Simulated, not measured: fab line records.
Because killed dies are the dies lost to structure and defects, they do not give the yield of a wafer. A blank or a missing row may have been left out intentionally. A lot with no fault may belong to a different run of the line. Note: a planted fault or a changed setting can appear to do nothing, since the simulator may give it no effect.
Matching of chambers    flow n5 finfet    4 sister chambers for N5_FIN_SAQP_ETCH_34 on rie diel-03
The step etches SiO2 in C4F6/O2, target depth 45 nm, time 15 s. 16 wafers are shown with their chamber, then 8 later ones without.

## WAFERS WITH THEIR CHAMBER
wafer   chamber  showerhead plenum p Torr (Torr)  throttle valve pct (%)  rf vpp V (V)
L074.2  0        2.81                             20.83                   669
L074.3  2        2.73                             20.87                   673
L074.6  3        2.84                             21.37                   660
L075.1  2        2.73                             20.88                   673
L075.2  1        2.96                             20.91                   666
L075.3  0        2.81                             20.82                   670
L079.2  1        2.95                             20.92                   664
L079.4  3        2.84                             21.37                   660
L079.5  1        2.95                             20.93                   666
L080.1  3        2.84                             21.37                   658
L080.3  2        2.72                             20.90                   673
L080.5  2        2.72                             20.89                   673
L081.2  0        2.81                             20.85                   669
L081.3  1        2.95                             20.91                   666
L081.6  2        2.72                             20.89                   673
L084.2  3        2.84                             21.38                   658

SIGNATURES, as means of the wafers listed above
reading                   chamber 0  chamber 1  chamber 2  chamber 3  scatter within a chamber
showerhead plenum p Torr  2.8100     2.9525     2.7240     2.8400     0.00403
throttle valve pct        20.8333    20.9175    20.8860    21.3725    0.0106
rf vpp V                  669.33     665.50     673.00     659.00     0.799
Rule: a wafer lies at a distance from a chamber equal to the root of the sum of squares, over the readings, of (its reading less the chamber's mean, divided by the reading's scatter). If the next closest chamber is less than 2 further off than the closest, the wafer can't be placed; otherwise it belongs to the closest. How the scatter is found: for the shown wafers, subtract from each reading the mean of its chamber, square and add these, divide the total by (wafers less chambers), then take the root.

## WAFERS WITHOUT THEIR CHAMBER
wafer   showerhead plenum p Torr (Torr)  throttle valve pct (%)  rf vpp V (V)
L084.5  2.83                             21.39                   659
L084.6  2.72                             20.92                   673
L085.3  2.72                             20.90                   674
L085.4  2.95                             20.94                   665
L085.6  2.72                             20.91                   674
L097.1  2.71                             20.93                   674
L097.3  2.82                             21.40                   658
L097.5  2.79                             20.87                   667

## WHICH CHAMBER EACH ONE RAN IN
wafer   from the rows above  in truth
L084.5  3                    3
L084.6  2                    2
L085.3  2                    2
L085.4  1                    1
L085.6  2                    2
L097.1  2                    2
L097.3  3                    3
L097.5  0                    0
Correctly placed: 8 of 8. From these rows, 0 cannot be placed. 0 placed wrongly.
